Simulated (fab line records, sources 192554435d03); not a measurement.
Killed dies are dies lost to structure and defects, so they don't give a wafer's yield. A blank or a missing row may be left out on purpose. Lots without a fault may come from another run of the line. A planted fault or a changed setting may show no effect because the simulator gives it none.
Chamber matching | flow n5_finfet | N5_FIN_CUT_ETCH_21 on rie_diel-04: 4 sister chambers
The step etches SOC in N2/H2, target depth 219 nm, overetch 43.8 nm, time 523.5 s. 4 wafers are shown with their chamber, then 7 later ones without.

WAFERS WITH THEIR CHAMBER
wafer  | chamber | showerhead_plenum_p_Torr (Torr)
L080.2 | 0       | 2.55
L083.5 | 3       | 2.44
L089.1 | 1       | 2.48
L089.2 | 2       | 2.65

WAFERS WITHOUT THEIR CHAMBER
wafer  | showerhead_plenum_p_Torr (Torr)
L089.4 | 2.44
L094.1 | 2.48
L094.2 | 2.43
L094.3 | 2.54
L097.1 | 2.54
L097.3 | 2.48
L097.6 | 2.54

WHICH CHAMBER EACH WENT THROUGH
wafer  | from the rows above | in truth
L089.4 | 3                   | 3
L094.1 | 1                   | 1
L094.2 | 3                   | 3
L094.3 | 0                   | 0
L097.1 | 0                   | 0
L097.3 | 1                   | 1
L097.6 | 0                   | 0
Placed correctly: 7 of 7. Can't be placed from these rows: 0. Placed wrongly: 0.
How it was worked out, from the rows above alone: a wafer's distance from a chamber is the root of the sum, over the readings, of the square of ((its reading less the chamber's mean) divided by the reading's scatter). The wafer belongs to the nearest chamber; if the next one is less than 2 further off, it can't be placed. A chamber's mean is the mean of its shown wafers. The scatter: with one shown wafer a chamber, the root of the mean of the squares of how far each hidden wafer lies from its nearest shown one.
